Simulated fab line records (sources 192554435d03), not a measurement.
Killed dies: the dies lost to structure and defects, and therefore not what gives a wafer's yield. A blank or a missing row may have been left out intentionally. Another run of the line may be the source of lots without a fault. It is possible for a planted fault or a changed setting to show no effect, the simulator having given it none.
Struck lot and sound lot, side by side | flow n5_finfet | 38 out of 1938 route steps
Sound: the wafers L429.1, L429.3, L429.4. Struck: wafer L433.3 (left out: L433.1, L433.5 of the same lot, which were not struck); the cause appears at the end.
Per side, at each step with rows, come the tool, then ch with its chambers, and then its first start. Under that, the readings that differ: sound wafers | struck wafers | difference of the means | sigmas: that difference in standard deviations of wafers without a fault.
alike: words and numbers the same on both sides, and readings whose means are apart by under 2 such deviations; not compared: readings that were withheld, readings missing a value for some wafer, numbers with overlapping values and no deviation given by the record, and bounds like >300 which may hide the same value.
The two part at a step that has a row with sigmas, a row that says differs or no value, or rows on one side only. Non-overlapping numbers with no deviation appear without sigmas and do not part them. A reading that every wafer of one side lacks parts them only if that side has two wafers or more.

first, 9 steps without rows for these wafers: N5_BEOL_M3_ANNEAL_95 (time 240 s); N5_BEOL_M3_SPUTTER_96 (material Cu, target thk 4.5 nm, time 8.29 s); N5_BEOL_M3_ECD_50 (material Cu, target thk 300 nm); N5_BEOL_M3_ANNEAL_51 (time 90 s); N5_BEOL_M3_CMP_52 (polishes, stops on SiOC, t overpolish 6.8 s, target thk 40 nm); N5_BEOL_M3_PRE_CLEAN_60 (time 15 s); N5_BEOL_M3_CO_CAP_55 (material Co, precursor CCTBA/H2, target thk 2 nm, time 102.1 s); N5_BEOL_M3_PRE_CLEAN_56 (time 15 s); N5_BEOL_M3_DEP_57 (deposits SiCN from 3MS/NH3, target thk 8 nm, time 14 s).
N5_BEOL_M4_ILD_DEP_00: deposits SiOC from DEMS/O2, target thk 79 nm, time 15.3 s.
  sound on pecvd-04 ch 1,2, day 7 10:57; struck on pecvd-04 ch 1, day 8 16:56
  reading                                      | sound        | struck | difference | sigmas
  model.SiOC_of_BEOL_M4_ILD_DEP_00.thk_nm (nm) | 79.8 78 81.4 | 74.2   | -5.5       |
  alike: heater_power_outer_w, heater_power_w, showerhead_plenum_p_Torr, throttle_valve_pct
  not compared: since_wet_clean_h
N5_BEOL_M4_THK_MEAS_01:
  sound on film_metro-02, day 7 11:01; struck on film_metro-02, day 8 16:59
  reading         | sound          | struck | difference | sigmas
  M4_ILD_THK (nm) | 79.8 77.9 81.4 | 74.1   | -5.6       | -5
then, 24 steps without rows for these wafers: N5_BEOL_M4_PECVD_72 (deposits SiO2 from TEOS/O2, target thk 16 nm, time 18 s); N5_BEOL_M4_HM_DEP_02 (deposits TiN, target thk 20 nm); N5_BEOL_M4_COAT_61 (time 60 s, resist thk 60 nm); N5_BEOL_M4_COAT_62 (time 60 s, resist thk 12 nm); N5_BEOL_M4_COAT_73 (time 60 s, resist thk 5 nm); N5_BEOL_M4_COAT_05 (resist thk 30 nm); N5_BEOL_M4_EBR_07; N5_BEOL_M4_SOFTBAKE_06 (time 60 s); N5_BEOL_M4_EXPOSE_08 (exposes mask M4); N5_BEOL_M4_PEB_09 (peb time 60 s); N5_BEOL_M4_DEVELOP_10 (develop time 30 s); N5_BEOL_M4_DESCUM_16 (chemistry O2, time 7 s); N5_BEOL_M4_ETCH_74 (etches underlayer in N2/H2, target depth 6.5 nm, time 5.2 s); N5_BEOL_M4_ETCH_63 (etches SiARC in CF4, target depth 15.6 nm, time 26 s); N5_BEOL_M4_ETCH_64 (etches SOC in N2/H2, target depth 75 nm, overetch 22.5 nm, time 121.9 s); N5_BEOL_M4_STRIP_65 (strips in N2/H2); N5_BEOL_M4_STRIP_75 (strips in N2/H2); N5_BEOL_M4_STRIP_66 (strips in CF4); N5_BEOL_M4_HM_OPEN_17 (chemistry Cl2/BCl3, target TiN, target depth 20 nm, overetch 6 nm); N5_BEOL_M4_STRIP_19 (strips in O2); N5_BEOL_M4_COAT_67 (time 60 s, resist thk 60 nm); N5_BEOL_M4_COAT_68 (time 60 s, resist thk 12 nm); N5_BEOL_M4_COAT_76 (time 60 s, resist thk 5 nm); N5_BEOL_M4_COAT_22 (resist thk 30 nm).
N5_BEOL_M4_CMP_52: polishes, stops on SiOC, t overpolish 6.8 s, target thk 40 nm.
  sound on cmp-01 ch 0,2,3, day 7 18:34; struck on cmp-03 ch 3, day 9 03:08
  reading                                      | sound        | struck | difference | sigmas
  model.SiOC_of_BEOL_M4_ILD_DEP_00.thk_nm (nm) | 76.8 75 78.4 | 71.2   | -5.5       |
  alike: motor_current_A
N5_BEOL_M4_RC_MEAS_101:
  sound on prober-01 ch 0, day 7 19:11; struck on prober-01 ch 0, day 9 03:44
  alike: DIBL_N, DIBL_P, IOFF_N, IOFF_P, ION_N, ION_P, SS_N, SS_P, VT_N, VT_P
N5_PASSIVATION_PROBE_49:
  rows exist in the record for the sound wafers here (prober-02, day 12 11:28), none for the struck ones

== WHERE THEY PART ==
At N5_BEOL_M4_THK_MEAS_01 first; at N5_PASSIVATION_PROBE_49 last (within this record only).

WHY: what had been put in by the simulator
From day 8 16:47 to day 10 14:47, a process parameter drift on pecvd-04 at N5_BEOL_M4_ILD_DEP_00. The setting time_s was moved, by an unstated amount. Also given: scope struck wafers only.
